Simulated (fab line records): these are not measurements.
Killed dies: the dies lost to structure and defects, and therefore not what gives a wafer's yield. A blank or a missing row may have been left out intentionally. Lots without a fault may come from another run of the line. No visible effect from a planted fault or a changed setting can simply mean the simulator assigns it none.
fab line records + flow n5-finfet + part 2 of 2: steps 19 to 26 of 26
record
- lots=5
- wafers=15
- last-day=17
route steps=1938 shown BEOL_M4@1035
lots with no fault: from the same line, run without faults
start-h: start of the lot's first displayed wafer, in hours after the record's first day + wait-h: hours from the lot's prior step to this one + " the same as in the row above + L1.1+2: one row covering several wafers at once + - value missing, or start not given + * or withheld: withheld + < > ~ a bound
route shown NAME@n: NAME is a module with steps in the file, n the number in the route of the first one + usual: mean and standard deviation over wafers with no fault + same: alike in all rows + chamber/n: place in a boat + sites: the reading at each site + _std_site: their standard deviation + _edge_site: inner sites' mean taken away from outer sites' mean + radius-mm: how far each site lies from the wafer's centre + mask NAME#n: copy n + behind: the most recent tool/chamber to have shaped the wafer + hold: the reason the lot was held/the length of the hold in hours/how it ended + device: the transistor (n, p or np) that didn't switch + end of line: tests of these same wafers at the route's end + a step with no rows: only its recipe + killed: count of dies lost to structure and defects at first sort (not the wafer's yield) + map: a wafer's dies, x killed, . not, _ none there
set.NAME: the setting as run; set.NAME@STEP: as run at that earlier step + model.NAME: the simulator's own value behind a step, which no gauge read
lots at selected steps of the route; one table per step, one row per wafer
services: from which hour (start-h, from the record's first day; less than 0 if before it) a tool's chamber was out of use, for how many hours, and why
## steps
# step N5_BEOL_M4_EXPOSE_25
# recipe
- mask-id=V3
- na=0.33
- source-shape=quasar
- sigma-inner=0.2
- sigma-outer=0.8
- polarization=unpolarized
- defocus-nm=5
- dose-mj=63
| lot.wafer  | tool           | chamber | start-h | wait-h | mask |
|------------|----------------|---------|---------|--------|------|
| L080.1+3+6 | euv-scanner-02 | 0       | 199.16  | -      | V3#0 |
| L087.2+3+5 | euv-scanner-01 | 0       | 245.26  | -      | V3#0 |
| L088.2+3+6 | euv-scanner-01 | 0       | 251.82  | -      | V3#0 |
| L090.1+4+5 | euv-scanner-02 | 0       | 253.43  | -      | V3#0 |
| L096.1+4+6 | euv-scanner-02 | 0       | 293.34  | -      | V3#0 |
# step N5_BEOL_M4_PEB_26
# recipe
- peb-temp-c=100
- peb-time-s=60
- resist=CAR-EUV
# usual
- plate-temp-C=100.01/0.11
| lot.wafer | tool           | chamber | start-h | wait-h | plate-temp-C |
|-----------|----------------|---------|---------|--------|--------------|
| L080.1    | litho-track-04 | 0       | 199.24  | 0.1    | 100.14       |
| L080.3    | "              | 0       | "       | "      | 100.09       |
| L080.6    | "              | 0       | "       | "      | 99.96        |
| L087.2    | litho-track-04 | 0       | 245.33  | 0.1    | 100.07       |
| L087.3    | "              | 0       | "       | "      | 99.89        |
| L087.5    | "              | 0       | "       | "      | 99.99        |
| L088.2    | litho-track-01 | 0       | 251.89  | 0.1    | 100.09       |
| L088.3    | "              | 0       | "       | "      | 100.18       |
| L088.6    | "              | 0       | "       | "      | 100.13       |
| L090.1    | litho-track-03 | 0       | 253.51  | 0.1    | 100.10       |
| L090.4    | "              | 0       | "       | "      | 100.16       |
| L090.5    | "              | 0       | "       | "      | 99.97        |
| L096.1    | litho-track-04 | 0       | 293.42  | 0.1    | 99.89        |
| L096.4    | "              | 0       | "       | "      | 99.98        |
| L096.6    | "              | 0       | "       | "      | 99.96        |
# step N5_BEOL_M4_DEVELOP_27
# recipe
- develop-time-s=30
- developer=TMAH
- resist=CAR-EUV
- rinse-liquid=surfactant-rinse
- dry=air-spin
- dev-temp-c=23
| lot.wafer  | tool           | chamber | start-h | wait-h |
|------------|----------------|---------|---------|--------|
| L080.1+3+6 | litho-track-04 | 0       | -       | -      |
| L087.2+3+5 | litho-track-04 | 0       | -       | -      |
| L088.2+3+6 | litho-track-01 | 0       | -       | -      |
| L090.1+4+5 | litho-track-03 | 0       | -       | -      |
| L096.1+4+6 | litho-track-04 | 0       | -       | -      |
# step N5_BEOL_M4_CD_MEAS_28
# recipe
- target-cd-nm=26.2
- landing-energy-ev=500
- detector=se-inlens
- target-cd-y-nm=24.1
- polarity=opening
# usual
- cd-nm=26.10/0.27
| lot.wafer | tool      | chamber | start-h | wait-h | cd-nm |
|-----------|-----------|---------|---------|--------|-------|
| L080.1    | cd-sem-01 | 0       | 199.31  | -      | 26.31 |
| L080.3    | "         | 0       | "       | "      | 26.08 |
| L080.6    | "         | 0       | "       | "      | 26.45 |
| L087.2    | cd-sem-01 | 0       | 245.39  | -      | 26.33 |
| L087.3    | "         | 0       | "       | "      | 26.29 |
| L087.5    | "         | 0       | "       | "      | 26.34 |
| L088.2    | cd-sem-02 | 0       | 251.96  | -      | 26.15 |
| L088.3    | "         | 0       | "       | "      | 26.15 |
| L088.6    | "         | 0       | "       | "      | 26.02 |
| L090.1    | cd-sem-02 | 0       | 253.58  | -      | 26.03 |
| L090.4    | "         | 0       | "       | "      | 25.86 |
| L090.5    | "         | 0       | "       | "      | 25.82 |
| L096.1    | cd-sem-03 | 0       | 293.49  | -      | 26.16 |
| L096.4    | "         | 0       | "       | "      | 26.21 |
| L096.6    | "         | 0       | "       | "      | 26.19 |
# step N5_BEOL_M4_OVL_MEAS_29
# recipe
- points-per-wafer=522
# usual
- V3_OVL=0.2/0.68
| lot.wafer | tool       | chamber | start-h | wait-h | V3_OVL[nm] |
|-----------|------------|---------|---------|--------|------------|
| L080.1    | overlay-02 | 0       | 199.34  | 0.0    | 1.5        |
| L080.3    | "          | 0       | "       | "      | 1.2        |
| L080.6    | "          | 0       | "       | "      | 0.4        |
| L087.2    | overlay-02 | 0       | 245.43  | 0.0    | -0.1       |
| L087.3    | "          | 0       | "       | "      | 0.6        |
| L087.5    | "          | 0       | "       | "      | 0.9        |
| L088.2    | overlay-02 | 0       | 251.99  | 0.0    | 1.1        |
| L088.3    | "          | 0       | "       | "      | 0.8        |
| L088.6    | "          | 0       | "       | "      | 1.0        |
| L090.1    | overlay-02 | 0       | 253.61  | 0.0    | -0.3       |
| L090.4    | "          | 0       | "       | "      | 0.6        |
| L090.5    | "          | 0       | "       | "      | -0.8       |
| L096.1    | overlay-02 | 0       | 293.52  | 0.0    | -0.8       |
| L096.4    | "          | 0       | "       | "      | -0.8       |
| L096.6    | "          | 0       | "       | "      | -0.2       |
# step N5_BEOL_M4_INSPECT_30
# recipe
- mode=adi
- inspect-instrument=brightfield
# usual
- raw-defect-count=441/90
| lot.wafer | tool              | chamber | start-h | wait-h | raw-defect-count |
|-----------|-------------------|---------|---------|--------|------------------|
| L080.1    | defect-inspect-02 | -       | 199.40  | 0.1    | 391              |
| L080.3    | "                 | -       | "       | "      | 499              |
| L080.6    | "                 | -       | "       | "      | 380              |
| L087.2    | defect-inspect-02 | -       | 245.48  | 0.0    | 403              |
| L087.3    | "                 | -       | "       | "      | 367              |
| L087.5    | "                 | -       | "       | "      | 402              |
| L088.2    | defect-inspect-01 | -       | 252.05  | 0.0    | 502              |
| L088.3    | "                 | -       | "       | "      | 546              |
| L088.6    | "                 | -       | "       | "      | 522              |
| L090.1    | defect-inspect-02 | -       | 253.67  | 0.1    | 425              |
| L090.4    | "                 | -       | "       | "      | 419              |
| L090.5    | "                 | -       | "       | "      | 429              |
| L096.1    | defect-inspect-02 | -       | 293.58  | 0.1    | 549              |
| L096.4    | "                 | -       | "       | "      | 405              |
| L096.6    | "                 | -       | "       | "      | 478              |
# step N5_BEOL_M4_DESCUM_33
# recipe
- chemistry=O2
- time-s=7
- source-power-w=50
- bias-power-w=20
- pressure-mtorr=20
- rf-frequency-hz=2.712e+07
- temp-c=40
- resist=CAR-EUV
- o2-flow-sccm=225
# usual
- bias-power-w=20.00/0.062
- drypump-motor-current-A=5.6/0.38
- o2-flow-sccm=225.0/0.6
- oes-product-au=0.81/0.092
- rf-vpp-V=242.7/1.2
- showerhead-plenum-p-Torr=2.06/0.054
- throttle-valve-pct=20.28/0.26
| lot.wafer | tool        | chamber | start-h | wait-h | bias-power-w | drypump-motor-current-A | o2-flow-sccm | oes-product-au | rf-hours-counter-h | rf-vpp-V | showerhead-plenum-p-Torr | throttle-valve-pct |
|-----------|-------------|---------|---------|--------|--------------|-------------------------|--------------|----------------|--------------------|----------|--------------------------|--------------------|
| L080.1    | rie-diel-04 | 2       | 199.57  | 0.2    | 20.08        | 5.5                     | 225.1        | 0.84           | 65                 | 241.2    | 2.04                     | 20.15              |
| L080.3    | "           | 0       | "       | "      | 20.01        | 6.1                     | 224.7        | 0.71           | 238                | 243.6    | 2.04                     | 20.28              |
| L080.6    | "           | 0       | "       | "      | 19.95        | 6.1                     | 225.6        | 0.70           | -                  | 242.3    | 2.04                     | 20.27              |
| L087.2    | rie-diel-01 | 3       | 245.52  | 0.0    | 20.00        | 5.3                     | 224.9        | 0.69           | 207                | 242.7    | 2.17                     | 20.50              |
| L087.3    | "           | 2       | "       | "      | 20.00        | 5.9                     | 224.0        | 0.91           | 30                 | 242.6    | 2.05                     | 20.16              |
| L087.5    | "           | 0       | "       | "      | 19.86        | 5.8                     | 226.1        | 0.71           | -                  | 240.7    | 1.97                     | 20.39              |
| L088.2    | rie-diel-04 | 1       | 252.08  | 0.0    | 20.02        | 5.4                     | 224.9        | 0.86           | 57                 | 241.7    | 2.04                     | 20.40              |
| L088.3    | "           | 3       | "       | "      | 20.12        | 4.9                     | 224.9        | 0.75           | 180                | 243.7    | 1.98                     | 20.35              |
| L088.6    | "           | 3       | "       | "      | 20.02        | 4.9                     | 225.6        | 0.75           | -                  | 242.5    | 1.98                     | 20.32              |
| L090.1    | rie-diel-04 | 3       | 253.71  | 0.0    | 19.96        | 4.9                     | 224.6        | 0.74           | 181                | 242.0    | 1.98                     | 20.33              |
| L090.4    | "           | 2       | "       | "      | 19.93        | 5.4                     | 224.3        | 0.82           | -                  | 240.7    | 2.03                     | 20.20              |
| L090.5    | "           | 3       | "       | "      | 20.03        | 4.9                     | 225.4        | 0.75           | -                  | 241.7    | 1.98                     | 20.33              |
| L096.1    | rie-diel-04 | 0       | 293.85  | 0.3    | 20.01        | 6.1                     | 224.1        | 0.98           | 4                  | 241.4    | 2.03                     | 20.06              |
| L096.4    | "           | 1       | "       | "      | 20.13        | 5.4                     | 225.3        | 0.83           | 75                 | 241.8    | 2.03                     | 20.42              |
| L096.6    | "           | 2       | "       | "      | 19.94        | 5.5                     | 225.8        | 0.78           | -                  | 241.5    | 2.03                     | 20.22              |
# step N5_BEOL_M4_ETCH_77
# recipe
- chemistry=N2/H2
- target=underlayer
- target-depth-a=65
- mask-material=CAR-EUV
- time-s=5.2
- ion-energy-ev=200
- pressure-mtorr=30
- source-w=840
- bias-w=150
- n2-flow-sccm=200
- h2-flow-sccm=200
- ends=cleared
# usual
- drypump-motor-current-A=5.6/0.38
- etch-rf-on-time-s=5.16/0.14
- oes-product-au=0.69/0.077
- rf-vpp-V=522.7/2.1
- showerhead-plenum-p-Torr=2.51/0.062
- throttle-valve-pct=17.70/0.29
| lot.wafer | tool        | chamber | start-h | wait-h | drypump-motor-current-A | etch-rf-on-time-s | oes-product-au | rf-hours-counter-h | rf-vpp-V | showerhead-plenum-p-Torr | throttle-valve-pct |
|-----------|-------------|---------|---------|--------|-------------------------|-------------------|----------------|--------------------|----------|--------------------------|--------------------|
| L080.1    | rie-diel-04 | 2       | 199.61  | 0.0    | 5.5                     | 5.15              | 0.70           | 65                 | 523.8    | 2.45                     | 17.31              |
| L080.3    | "           | 0       | "       | "      | 6.1                     | 5.19              | 0.60           | 238                | 524.9    | 2.48                     | 17.69              |
| L080.6    | "           | 0       | "       | "      | 6.0                     | 5.15              | 0.62           | -                  | 521.0    | 2.47                     | 17.68              |
| L087.2    | rie-diel-01 | 3       | 245.55  | 0.0    | 5.3                     | 5.18              | 0.58           | 207                | 526.1    | 2.61                     | 17.83              |
| L087.3    | "           | 2       | "       | "      | 5.9                     | 5.20              | 0.76           | 30                 | 523.4    | 2.50                     | 17.62              |
| L087.5    | "           | 0       | "       | "      | 5.8                     | 5.10              | 0.61           | -                  | 520.3    | 2.40                     | 17.77              |
| L088.2    | rie-diel-04 | 1       | 252.11  | 0.0    | 5.4                     | 5.09              | 0.73           | 57                 | 521.0    | 2.47                     | 17.84              |
| L088.3    | "           | 3       | "       | "      | 5.0                     | 5.43              | 0.63           | 180                | 520.3    | 2.45                     | 18.03              |
| L088.6    | "           | 3       | "       | "      | 5.0                     | 5.42              | 0.62           | -                  | 519.3    | 2.45                     | 18.02              |
| L090.1    | rie-diel-04 | 3       | 253.74  | 0.0    | 4.9                     | 5.46              | 0.63           | 181                | 519.4    | 2.45                     | 18.04              |
| L090.4    | "           | 2       | "       | "      | 5.5                     | 5.14              | 0.67           | -                  | 523.4    | 2.44                     | 17.36              |
| L090.5    | "           | 3       | "       | "      | 5.0                     | 5.51              | 0.63           | -                  | 520.5    | 2.45                     | 18.05              |
| L096.1    | rie-diel-04 | 0       | 293.89  | 0.0    | 6.1                     | 5.22              | 0.82           | 4                  | 520.1    | 2.46                     | 17.37              |
| L096.4    | "           | 1       | "       | "      | 5.4                     | 5.20              | 0.71           | 75                 | 521.9    | 2.47                     | 17.87              |
| L096.6    | "           | 2       | "       | "      | 5.5                     | 5.24              | 0.66           | -                  | 521.2    | 2.44                     | 17.39              |
## services
| tool           | chamber | start-h | hours | kind                          |
|----------------|---------|---------|-------|-------------------------------|
| euv-scanner-02 | -       | 176.19  | 1.0   | pm                            |
| euv-scanner-02 | -       | 177.20  | 5.8   | pm                            |
| rie-diel-03    | 1       | 188.21  | 2.4   | repair                        |
| rie-diel-01    | 1       | 202.82  | 3.8   | repair                        |
| rie-metal-02   | -       | 212.04  | 0.4   | repair                        |
| rie-diel-04    | 3       | 218.89  | 32.8  | repair                        |
| euv-scanner-02 | -       | 228.99  | 4.6   | pm                            |
| euv-scanner-01 | -       | 233.52  | 0.6   | repair                        |
| euv-scanner-02 | -       | 234.16  | 1.0   | pm                            |
| rie-diel-03    | 3       | 234.65  | -     | clean                         |
| rie-diel-03    | 3       | 234.65  | -     | consumable-replace:focus-ring |
| rie-diel-03    | 3       | 234.65  | 20.9  | scheduled-down                |
| rie-diel-03    | 3       | 234.65  | 20.9  | vent-cycle                    |
| rie-diel-01    | -       | 236.60  | 0.2   | repair                        |
| rie-diel-04    | 0       | 251.90  | -     | clean                         |
| rie-diel-04    | 0       | 251.90  | -     | consumable-replace:focus-ring |
| euv-scanner-01 | -       | 252.84  | 1.0   | pm                            |
| rie-metal-02   | -       | 286.09  | 2.8   | pm                            |
| euv-scanner-02 | -       | 288.49  | 1.0   | pm                            |
| rie-diel-01    | 0       | 293.81  | -     | clean                         |
| rie-diel-01    | 0       | 293.81  | -     | consumable-replace:focus-ring |
| rie-diel-01    | 0       | 293.81  | -     | consumable-replace:showerhead |
| rie-diel-01    | 0       | 293.81  | 15.5  | scheduled-down                |
| rie-diel-01    | 0       | 293.81  | 15.5  | vent-cycle                    |
